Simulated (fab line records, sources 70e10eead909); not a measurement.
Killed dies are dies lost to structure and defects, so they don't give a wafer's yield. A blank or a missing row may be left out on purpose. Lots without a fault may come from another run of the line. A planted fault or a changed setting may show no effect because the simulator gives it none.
fab line records | flow nand_harc
record lots=5 wafers=15 last_day=24
route steps=1159 shown P_ZERO_WELL@14
lots that met no fault: from a run of the same line without faults
start_h: hours from the record's first day to the start of the lot's first wafer shown | wait_h: hours since the lot's step before | " the same as in the row above | L1.1+2: a row that stands for several wafers | - no value, or no start given | * or withheld: withheld | < > ~ a bound
route shown NAME@n: a module of which the file shows steps, and the number in the route of the first | usual: mean/standard deviation of fault-free wafers | same: alike in all rows | chamber/n: place in a boat | sites: the reading at each site | _std_site: their standard deviation | _edge_site: outer sites' mean less inner sites' | radius_mm: how far each site lies from the wafer's centre | mask NAME#n: copy n | behind: the tool/chamber that last shaped the wafer | hold: why the lot was held/for how many hours/how that ended | device: the transistor (n, p or np) that didn't switch | end of line: the same wafers' tests at the end of the route | a step without rows: its recipe alone | killed: dies lost to structure and defects at the first sort, not the wafer's yield | map: a wafer's dies, x killed, . not, _ none there
set.NAME: the setting as run; set.NAME@STEP: as run at that earlier step | model.NAME: the simulator's own value behind a step, which no gauge read
lots at some steps of the route; a table a step, a row a wafer
services: from which hour (start_h, from the record's first day; less than 0 if before it) a tool's chamber was out of use, for how many hours, and why
## steps
# step NHARC_P_ZERO_WELL_CD_MEAS_11
# recipe target_cd_nm=500 landing_energy_ev=500
# usual cd_nm=499.3/1.3
# columns lot.wafer tool chamber start_h wait_h cd_nm
L468.1 cd_sem-03 0 13.13 - 497.0
L468.2 " 0 " " 498.7
L468.3 " 0 " " 498.2
L478.1 cd_sem-03 0 73.24 - 499.3
L478.2 " 0 " " 500.8
L478.4 " 0 " " 500.8
L480.3 cd_sem-01 0 85.37 - 499.2
L480.5 " 0 " " 499.4
L480.6 " 0 " " 498.9
L489.4 cd_sem-02 0 139.27 - 498.7
L489.5 " 0 " " 498.7
L489.6 " 0 " " 497.1
L490.1 cd_sem-01 0 145.24 - 501.8
L490.3 " 0 " " 501.3
L490.4 " 0 " " 501.9
# step NHARC_P_ZERO_WELL_HARDBAKE_12
# recipe temp_c=118 time_s=65
# step NHARC_P_ZERO_WELL_DESCUM_13
# recipe time_s=3 o2_flow_sccm=200 ar_flow_sccm=0 bias_power_w=0 chemistry=O2
# usual drypump_motor_current_A=5.7/0.34 oes_product_au=1.000/0.0072 rf_vpp_V=57.7/0.87 showerhead_plenum_p_Torr=1.92/0.077 throttle_valve_pct=11.312/0.0092
# columns lot.wafer tool chamber start_h wait_h drypump_motor_current_A oes_product_au rf_hours_counter_h rf_vpp_V showerhead_plenum_p_Torr throttle_valve_pct
L468.3 rie_diel-13 1 13.29 - 5.4 1.002 6 57.6 1.99 11.316
L468.2 " 2 " " 5.1 0.996 7 58.1 1.82 11.325
L468.1 " 3 " " 5.6 0.983 8 57.5 2.03 11.316
L478.1 rie_diel-08 1 73.40 - 5.9 0.992 5 57.9 1.93 11.332
L478.2 " 3 " " 5.7 1.018 6 58.6 1.84 11.307
L478.4 " 0 " " 5.7 0.994 6 58.4 1.89 11.314
L480.3 rie_diel-05 1 85.55 - 5.8 0.987 6 56.7 1.86 11.306
L480.5 " 2 " " 5.2 0.989 - 56.4 1.84 11.322
L480.6 " 3 " " 6.5 0.996 - 56.5 1.93 11.304
L489.5 rie_diel-13 1 139.45 - 5.4 1.008 - 57.2 1.99 11.310
L489.6 " 3 " " 5.6 1.004 - 58.8 2.03 11.315
L489.4 " 0 " " 5.9 1.000 - 56.8 1.85 11.312
L490.3 rie_diel-05 3 145.42 - 6.4 0.998 9 57.3 1.93 11.291
L490.1 " 0 " " 6.0 1.000 10 58.2 1.96 11.303
L490.4 " 1 " " 5.8 0.994 10 56.9 1.86 11.321
# step NHARC_P_ZERO_WELL_ETCH_65
# recipe target_depth_a=800 overetch_a=240 time_s=87.88 ion_energy_ev=200 n2_flow_sccm=150 h2_flow_sccm=150 ar_flow_sccm=0 rf_w=400 bias_w=150 chemistry=N2/H2
# usual drypump_motor_current_A=5.7/0.36 n2_flow_sccm=150.0/0.4 oes_product_au=1.001/0.0082 rf_vpp_V=430.7/2.4 showerhead_plenum_p_Torr=2.04/0.082 throttle_valve_pct=14.171/0.009
# columns lot.wafer tool chamber start_h wait_h drypump_motor_current_A n2_flow_sccm oes_product_au rf_hours_counter_h rf_vpp_V showerhead_plenum_p_Torr throttle_valve_pct
L468.2 rie_diel-13 1 13.37 0.1 5.4 150.0 1.011 6 434.3 2.13 14.181
L468.3 " 2 " " 5.1 149.7 1.013 7 427.2 1.94 14.177
L468.1 " 3 " " 5.7 150.5 1.004 8 433.9 2.17 14.177
L478.4 rie_diel-08 3 73.49 0.1 5.7 150.0 1.001 6 429.4 1.96 14.179
L478.2 " 0 " " 5.7 150.1 1.000 6 430.4 2.01 14.169
L478.1 " 2 " " 5.8 150.5 1.008 5 435.2 2.20 14.160
L480.3 rie_diel-05 1 85.62 0.1 5.8 150.1 0.998 6 428.2 1.98 14.175
L480.6 " 3 " " 6.4 149.8 1.000 - 430.7 2.06 14.163
L480.5 " 0 " " 6.0 149.6 1.007 - 431.3 2.10 14.185
L489.6 rie_diel-13 0 139.54 0.1 5.9 150.1 1.016 - 429.0 1.97 14.168
L489.5 " 1 " " 5.3 149.8 1.006 - 433.5 2.12 14.178
L489.4 " 3 " " 5.6 150.3 1.002 - 434.3 2.17 14.181
L490.4 rie_diel-05 2 145.49 0.1 5.3 150.7 0.990 10 427.2 1.96 14.176
L490.3 " 0 " " 6.0 150.6 0.987 10 432.6 2.10 14.172
L490.1 " 1 " " 5.8 150.1 0.984 10 429.4 1.98 14.162
# step NHARC_P_ZERO_WELL_ETCH_62
# recipe target_depth_a=130 time_s=6.5 chf3_flow_sccm=50 ar_flow_sccm=200 rf_w=500 bias_w=200 chemistry=CHF3/Ar
# usual drypump_motor_current_A=5.7/0.34 oes_product_au=0.961/0.016 rf_vpp_V=370.8/2.2 showerhead_plenum_p_Torr=2.35/0.091 throttle_valve_pct=20.217/0.0094
# columns lot.wafer tool chamber start_h wait_h drypump_motor_current_A oes_product_au rf_hours_counter_h rf_vpp_V showerhead_plenum_p_Torr throttle_valve_pct
L468.1 rie_diel-13 0 - - 5.9 0.952 8 370.5 2.27 20.199
L468.2 " 1 " " 5.4 0.959 6 372.1 2.44 20.220
L468.3 " 3 " " 5.6 0.981 8 374.4 2.48 20.195
L478.1 rie_diel-08 1 - - 5.9 0.962 6 371.3 2.36 20.207
L478.4 " 2 " " 5.8 0.978 5 374.0 2.52 20.230
L478.2 " 3 " " 5.7 0.983 6 369.6 2.26 20.204
L480.3 rie_diel-05 2 - - 5.3 0.963 6 369.2 2.25 20.211
L480.6 " 1 " " 5.8 0.967 - 370.6 2.28 20.212
L480.5 " 2 " " 5.3 0.961 - 368.9 2.25 20.233
L489.4 rie_diel-13 0 - - 5.9 0.960 - 368.7 2.27 20.218
L489.5 " 1 " " 5.3 0.967 - 372.8 2.43 20.224
L489.6 " 3 " " 5.6 0.953 - 373.6 2.48 20.232
L490.4 rie_diel-05 1 - - 5.8 0.960 10 369.6 2.28 20.220
L490.1 " 2 " " 5.2 0.948 10 368.8 2.25 20.209
L490.3 " 0 " " 6.0 0.949 10 372.3 2.40 20.203
# step NHARC_P_ZERO_WELL_ETCH_63
# recipe target_depth_a=1200 time_s=40.1 hbr_flow_sccm=150 cl2_flow_sccm=50 rf_w=400 icp_w=400 bias_w=100 chemistry=HBr/Cl2
# usual drypump_motor_current_A=5.6/0.6 mfc_cl2_sccm=50.01/0.14 oes_product_au=1.000/0.0076 throttle_valve_pct=26.406/0.0087
# columns lot.wafer tool chamber start_h wait_h drypump_motor_current_A mfc_cl2_sccm oes_product_au rf_hours_counter_h throttle_valve_pct
L468.3 rie_si-04 2 13.54 - 5.2 50.07 1.004 0.7 26.408
L468.2 " 3 " " 5.4 50.08 0.998 0.8 26.400
L468.1 " 1 " " 6.5 50.17 1.001 0.6 26.406
L478.1 rie_si-03 3 73.67 - 5.2 49.93 0.985 0.6 26.402
L478.4 " 0 " " 6.4 49.88 0.997 0.6 26.409
L478.2 " 1 " " 5.3 49.82 1.001 0.7 26.422
L480.3 rie_si-03 2 85.78 - 4.7 49.96 0.996 0.8 26.399
L480.6 " 2 " " 4.7 49.81 1.000 - 26.417
L480.5 " 3 " " 5.2 50.08 0.987 - 26.412
L489.4 rie_si-03 0 139.71 - 6.3 50.01 1.006 1.2 26.400
L489.6 " 0 " " 6.4 50.07 0.994 - 26.409
L489.5 " 1 " " 5.3 49.88 0.992 - 26.405
L490.1 rie_si-03 2 145.67 - 4.8 50.10 1.006 1.4 26.413
L490.3 " 1 " " 5.3 50.10 1.004 1.4 26.407
L490.4 " 2 " " 4.7 50.20 1.009 - 26.398
# step NHARC_P_ZERO_WELL_STRIP_15
# recipe time_s=900 temp_c=130 chemistry=SPM
# step NHARC_P_ZERO_WELL_DEHYDRATE_16
# recipe temp_c=150 time_s=120
# step NHARC_P_ZERO_WELL_HMDS_17
# recipe time_s=30
# step NHARC_P_ZERO_WELL_COAT_18
# recipe spin_rpm=withheld
# step NHARC_P_ZERO_WELL_SOFTBAKE_19
# recipe temp_c=122 time_s=95
# step NHARC_P_ZERO_WELL_EBR_20
# step NHARC_P_ZERO_WELL_EXPOSE_21
# recipe na=0.6 target_cd_nm=720 dose_mj=22.31 mask_id=P_NWELL
# usual focus_offset_nm=-0.1/0.6
# same na=0.6
# columns lot.wafer tool chamber start_h wait_h mask focus_offset_nm
L468.1 krf_scanner-01 0 14.19 - P_NWELL#0 0.9
L468.2 " 0 " " P_NWELL#0 0.5
L468.3 " 0 " " P_NWELL#0 0.4
L478.1 krf_scanner-02 0 74.43 - P_HVPW#0 -0.1
L478.2 " 0 " " P_HVPW#0 0.2
L478.4 " 0 " " P_HVPW#0 -0.1
L480.3 krf_scanner-02 0 86.56 - P_NWELL#0 -1.2
L480.5 " 0 " " P_NWELL#0 -0.7
L480.6 " 0 " " P_NWELL#0 0.5
L489.4 krf_scanner-04 0 140.50 - P_NWELL#0 0.2
L489.5 " 0 " " P_NWELL#0 -0.5
L489.6 " 0 " " P_NWELL#0 -0.2
L490.1 krf_scanner-02 0 146.47 - P_NWELL#0 -1.4
L490.3 " 0 " " P_NWELL#0 -0.5
L490.4 " 0 " " P_NWELL#0 -1.0
# step NHARC_P_ZERO_WELL_PEB_22
# recipe peb_temp_c=118 peb_time_s=85
# step NHARC_P_ZERO_WELL_DEVELOP_23
# recipe time_s=70
# step NHARC_P_ZERO_WELL_CD_MEAS_24
# recipe target_cd_nm=720 landing_energy_ev=500
# usual cd_nm=719.9/1.2
# columns lot.wafer tool chamber start_h wait_h cd_nm
L468.1 cd_sem-02 0 14.35 - 720.6
L468.2 " 0 " " 718.9
L468.3 " 0 " " 720.1
L478.1 cd_sem-01 0 74.58 - -
L478.2 " 0 " " -
L478.4 " 0 " " -
L480.3 cd_sem-03 0 86.72 - 719.7
L480.5 " 0 " " 719.6
L480.6 " 0 " " 719.7
L489.4 cd_sem-03 0 140.65 - 718.5
L489.5 " 0 " " 721.4
L489.6 " 0 " " 718.6
L490.1 cd_sem-02 0 146.63 - 721.0
L490.3 " 0 " " 721.4
L490.4 " 0 " " 719.4
# step NHARC_P_ZERO_WELL_HARDBAKE_25
# recipe temp_c=125 time_s=80
## services
# columns tool chamber start_h hours kind
rie_diel-05 0 -4.26 - clean
rie_diel-05 1 -4.26 - clean
rie_diel-05 2 -4.26 - clean
krf_scanner-04 - 5.32 1.1 repair
krf_scanner-04 - 37.90 1.5 repair
krf_scanner-02 - 38.00 4.0 pm
krf_scanner-04 - 55.51 0.4 repair
krf_scanner-02 - 60.02 2.6 repair
rie_diel-05 3 60.80 5.5 repair
krf_scanner-02 - 71.01 0.3 repair
krf_scanner-01 - 77.76 0.3 repair
krf_scanner-04 - 80.73 0.3 repair
krf_scanner-01 - 84.00 4.0 pm
krf_scanner-02 - 95.81 1.6 repair
rie_diel-13 - 99.00 9.0 pm
rie_si-04 - 99.00 9.0 pm
krf_scanner-04 - 102.05 1.1 repair
krf_scanner-01 - 116.77 0.3 repair
krf_scanner-01 - 118.14 0.6 repair
rie_diel-08 - 124.80 9.0 pm
krf_scanner-04 - 126.00 4.0 pm
rie_diel-13 3 129.03 8.8 repair
rie_diel-13 2 131.68 11.2 repair
rie_si-03 0 144.63 17.3 repair
## key
first_sign step=NHARC_P_ZERO_WELL_EXPOSE_21 reading=mask direction=changed
effect step=NHARC_P_ZERO_WELL_CD_MEAS_24 reading=cd_nm direction=missing
met_at NHARC_P_ZERO_WELL_EXPOSE_21
struck_wafers L478.1,L478.2,L478.4
later_rows_left_out L478.1,L478.2,L478.4
sort_left_out L478.1,L478.2,L478.4
tester_left_out L478
fault kind=wrong_mask tool=any chamber=- onset_h=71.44 steps=NHARC_P_ZERO_WELL_EXPOSE_21 aux_copy=P_HVPW#0 scope=struck_lots_only
# tester_left_out: of these lots the tester's yield and bins aren't shown, on N5 and GAA mostly nor the transistor test; their killed dies are dies lost to structure and defects alone, not to doping, threshold or leakage, so they don't give the yield
# sort_left_out: the simulated sort isn't trusted on such a fault, so these wafers' sort isn't shown, and their yield isn't known
# later_rows_left_out: the simulator's readings of these wafers behind a module that went badly wrong aren't trusted and aren't shown, but for the sort
